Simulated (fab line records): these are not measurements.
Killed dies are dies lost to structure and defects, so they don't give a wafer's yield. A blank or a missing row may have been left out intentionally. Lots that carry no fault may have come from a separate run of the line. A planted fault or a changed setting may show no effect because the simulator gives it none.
A lot that was struck, set against a sound lot	flow n5-finfet	15 steps out of a route of 1938
Sound: wafers L757.1, L757.3, L757.6. Struck: wafer L765.3 (left out: L765.1, L765.6 of the same lot, which were not struck); the cause appears at the end.
For every step that has rows: the tool of each side, followed by ch and its chambers, followed by its first start. Under that, the readings that differ: sound wafers	struck wafers	difference of the means	sigmas: that difference in standard deviations of wafers without a fault.
alike: words and numbers the same on both sides, and readings whose means are apart by under 2 such deviations; not compared: readings that were withheld, readings missing a value for some wafer, numbers with overlapping values and no deviation given by the record, and bounds like >300 which may hide the same value.
A row with sigmas, a row that says differs or no value, or rows on one side alone: a step with any of these is where the two part. When numbers do not overlap yet have no deviation, they are printed without sigmas and do not part them. A reading that every wafer of one side lacks parts them only if that side has two wafers or more.

N5_BEOL_M6_STRIP_80: strips in N2/H2, time 10 s.
  sound: rie-diel-01 ch 0,2; struck: rie-diel-01 ch 3
  alike: chamber-pressure-mTorr, drypump-motor-current-A, n2-flow-sccm, oes-product-au, rf-vpp-V, showerhead-plenum-p-Torr, throttle-valve-pct
  not compared: rf-hours-counter-h
N5_BEOL_M6_OCD_MEAS_38:
  struck on ocd-02, day 11 19:02; sound on ocd-01, day 9 19:19
  alike: trench-depth-nm
then, 4 steps without rows for these wafers: N5_BEOL_M6_HM_STRIP_39 (strips TiN in peroxide tin strip, target depth 25 nm, time 158 s); N5_BEOL_M6_SRD_40 (time 30 s); N5_BEOL_M6_PRECLEAN_42 (cleans in residue remover, time 60 s); N5_BEOL_M6_SRD_43 (time 30 s).
N5_BEOL_M6_CD_MEAS_35: target cd 40 nm, target cd y 28 nm.
  struck on cd-sem-02, day 11 19:11; sound on cd-sem-01, day 9 19:28
  alike: cd-nm
N5_BEOL_M6_CURE_75: cures SiCOH lowk, time 120 s.
  sound on uv-cure-02 ch 0, day 9 19:31; struck on uv-cure-01 ch 1, day 11 19:21
  alike: lamp-power-pct, wafer_temp_C_max
N5_BEOL_M6_DEGAS_44: time 60 s.
  struck on pvd-sputter-01, day 11 19:48; sound on pvd-sputter-03, day 9 20:58
  alike: heater-power-w, susceptor-temp-C
N5_BEOL_M6_PRE_CLEAN_45: time 30 s.
  struck on pvd-sputter-01, day 11 19:50; sound on pvd-sputter-03, day 9 21:01
  alike: heater-power-w, susceptor-temp-C
then, 2 steps without rows for these wafers: N5_BEOL_M6_ALD_77 (deposits TaN, target thk 2 nm, pulse time 2 s, purge time 3 s); N5_BEOL_M6_SURFACE_TREAT_79.
N5_BEOL_M6_CVD_78: deposits Co from CCTBA/H2, target thk 2 nm, time 142.3 s.
  sound on cvd-co-01 ch 0,1, day 9 21:37; struck on cvd-co-01 ch 0, day 11 20:28
reading	sound	struck	difference	sigmas
run-length-s (s)	165.9 165.1 164.9	261.6	+96.3	+99 or more
N5_BEOL_M6_SPUTTER_48: material Cu, target thk 10 nm, time 1.667 s.
  struck on pvd-sputter-01, day 11 20:38; sound on pvd-sputter-03, day 9 21:50
reading	sound	struck	difference	sigmas
bias-v (V)	59.3 59.7 60.0	60.9	+1.2	+2
susceptor-temp-C (C)	-19.80 -19.90 -20.10	-19.70	+0.23	+2
  alike: throttle-valve-pct
-- here the record skips 3 days between the struck wafers' starts before and after, leaving off in module BEOL_M6 and picking up in module PASSIVATION (first step shown: number 1936 of the route) --
N5_PASSIVATION_PROBE_49:
  only the struck wafers here have rows in the record (prober-01, day 15 01:55); the sound ones have none

## WHERE THEY PART
Earliest at N5_BEOL_M6_CVD_78; latest, in this record, at N5_PASSIVATION_PROBE_49.

WHY: what had been put in by the simulator
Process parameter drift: cvd-co-01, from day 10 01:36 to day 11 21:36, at N5_BEOL_M6_CVD_78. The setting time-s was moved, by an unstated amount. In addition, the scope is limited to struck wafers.
